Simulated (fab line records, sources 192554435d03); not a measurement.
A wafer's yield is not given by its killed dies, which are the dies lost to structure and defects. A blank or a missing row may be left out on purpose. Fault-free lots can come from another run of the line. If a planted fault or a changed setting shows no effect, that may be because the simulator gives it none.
Struck lot and sound lot, side by side -- flow n5Finfet -- 18 steps out of a route of 1938
Sound: the wafers L909.1, L909.3, L909.6. Struck: wafer L898.3. (L898.4 of the same lot was not struck and is left out.) The cause comes at the end.
Per side, at each step with rows, come the tool, then ch with its chambers, and then its first start. Under that, the readings that differ: sound wafers -- struck wafers -- difference of the means -- sigmas: that difference in standard deviations of wafers without a fault.
alike: a reading whose means differ by less than 2 such deviations, as well as words and numbers matching on both sides. not compared: withheld readings; readings where some wafer has no value; bounds like >300 that might hide an equal value; numbers whose values overlap and for which the record gives no deviation.
Wherever a step has rows on one side only, a row that says differs or no value, or a row with sigmas, the two part there. Non-overlapping numbers with no deviation appear without sigmas and do not part them. Lack of a reading on every wafer of one side parts them only where that side has two or more wafers.

N5_PASSIVATION_AL_ETCH_33: etches Al in Cl2/BCl3, stops on TaN, target depth 2800 nm, time 466.7 s.
  sound on rieMetal-03 ch 0,1, day 17 16:01; struck on rieMetal-03 ch 0, day 14 20:07
  alike: drypumpMotorCurrentA, oesProductAu, rfFwdPowerW, throttleValvePct
  not compared: rfHoursCounterH
N5_PASSIVATION_ETCH_59: etches TaN in Cl2/BCl3, target depth 65 nm, time 34.9 s.
  sound on rieMetal-03 ch 0,1, day 17 16:25; struck on rieMetal-03 ch 0, day 14 20:25
  alike: drypumpMotorCurrentA, oesProductAu, rfFwdPowerW, throttleValvePct
  not compared: rfHoursCounterH
N5_PASSIVATION_STRIP_34: strips in O2.
  sound on rieDiel-02 ch 0,1,2, day 17 16:31; struck on rieDiel-06 ch 1, day 14 20:31
  alike: drypumpMotorCurrentA, oesProductAu, rfVppV, showerheadPlenumPTorr, throttleValvePct
  not compared: rfHoursCounterH
then, 4 steps without rows for these wafers: N5_PASSIVATION_STRIP_51 (strips in post etch residue remover, time 1200 s); N5_PASSIVATION_CLEAN_69 (cleans in IPA, time 180 s); N5_PASSIVATION_SRD_70 (time 30 s); N5_PASSIVATION_PECVD_53 (deposits SiO2 from TEOS/O2, target thk 800 nm, time 169.4 s).
N5_PASSIVATION_PECVD_35: deposits SiNx from SiH4/NH3/N2, target thk 700 nm, time 151.3 s.
  sound on pecvd-01 ch 0,1,2, day 17 17:08; struck on pecvd-01 ch 2, day 14 21:14
  alike: heaterPowerW, rfFwdPowerW, showerheadPlenumPTorr, throttleValvePct
  not compared: sinceWetCleanH
then, 4 steps without rows for these wafers: N5_PASSIVATION_HMDS_37 (time 60 s); N5_PASSIVATION_COAT_38; N5_PASSIVATION_EBR_40; N5_PASSIVATION_SOFTBAKE_39 (time 120 s).
N5_PASSIVATION_EXPOSE_41: exposes mask PASS OPEN, defocus 0 nm, target cd 40000 nm.
  sound on krfScanner-02 ch 0, day 17 17:23; struck on krfScanner-01 ch 0, day 14 21:30
  alike: mask
then, 3 steps without rows for these wafers: N5_PASSIVATION_PEB_42; N5_PASSIVATION_DEVELOP_43 (develop time 60 s); N5_PASSIVATION_HARDBAKE_45 (time 120 s).
N5_PASSIVATION_CD_MEAS_44: target cd 40000 nm.
  sound on cdSem-01 ch 0, day 17 17:34; struck on cdSem-02 ch 0, day 14 21:40
reading,sound,struck,difference,sigmas
cdNm (nm),39997 39999 40001,40070,+71,+19
N5_PASSIVATION_OVL_MEAS_66:
  sound on overlay-02 ch 0, day 17 17:37; struck on overlay-01 ch 0, day 14 21:41
  alike: PASS_OPEN_OVL

## WHERE THEY PART
Within this record, at N5_PASSIVATION_CD_MEAS_44 only. Later steps at which nothing parts them and some readings are alike: N5_PASSIVATION_OVL_MEAS_66.

WHY: what the simulator had put in
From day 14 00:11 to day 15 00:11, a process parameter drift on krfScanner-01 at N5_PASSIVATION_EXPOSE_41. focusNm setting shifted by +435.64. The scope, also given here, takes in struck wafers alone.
